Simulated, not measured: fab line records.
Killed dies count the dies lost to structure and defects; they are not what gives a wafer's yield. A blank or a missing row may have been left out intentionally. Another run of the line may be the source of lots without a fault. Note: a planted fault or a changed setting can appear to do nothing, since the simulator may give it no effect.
Chamber matching | flow n5-finfet | 4 sister chambers for N5_BEOL_M11_STRIP_19 on rie-diel-02
The step strips in O2. 4 wafers are shown with their chamber, then 11 later ones without.

== WAFERS PAIRED WITH THEIR CHAMBERS ==
wafer  | chamber | drypump-motor-current-A (A)
L085.2 | 0       | 5.1
L085.3 | 3       | 6.6
L085.4 | 2       | 6.2
L087.2 | 1       | 6.2

== WAFERS WHOSE CHAMBER IS MISSING ==
wafer  | drypump-motor-current-A (A)
L087.3 | 6.6
L087.5 | 6.2
L090.1 | 6.6
L090.5 | 5.1
L090.6 | 6.6
L093.3 | 6.1
L093.5 | 6.1
L093.6 | 5.1
L095.1 | 6.1
L095.2 | 6.6
L095.4 | 6.2

== EACH ONE'S CHAMBER ==
wafer  | from the rows above     | in truth
L087.3 | 3                       | 3
L087.5 | can't be placed: 1 or 2 | 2
L090.1 | 3                       | 3
L090.5 | 0                       | 0
L090.6 | 3                       | 3
L093.3 | can't be placed: 1 or 2 | 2
L093.5 | can't be placed: 1 or 2 | 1
L093.6 | 0                       | 0
L095.1 | can't be placed: 1 or 2 | 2
L095.2 | 3                       | 3
L095.4 | can't be placed: 1 or 2 | 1
Correct placement for 6 of the 11. From these rows, 5 cannot be placed; in 5 the true chamber is one of the candidates. Wrongly placed: 0.
How it was worked out, from the rows above alone: a wafer's distance from a chamber is the root of the sum, over the readings, of the square of ((its reading less the chamber's mean) divided by the reading's scatter). The wafer belongs to the nearest chamber; if the next one is less than 2 further off, it can't be placed. Each chamber's mean is taken over the wafers shown for it. The scatter (one wafer shown for each chamber): square how far every hidden wafer sits from the nearest shown wafer, average those squares and take the square root.
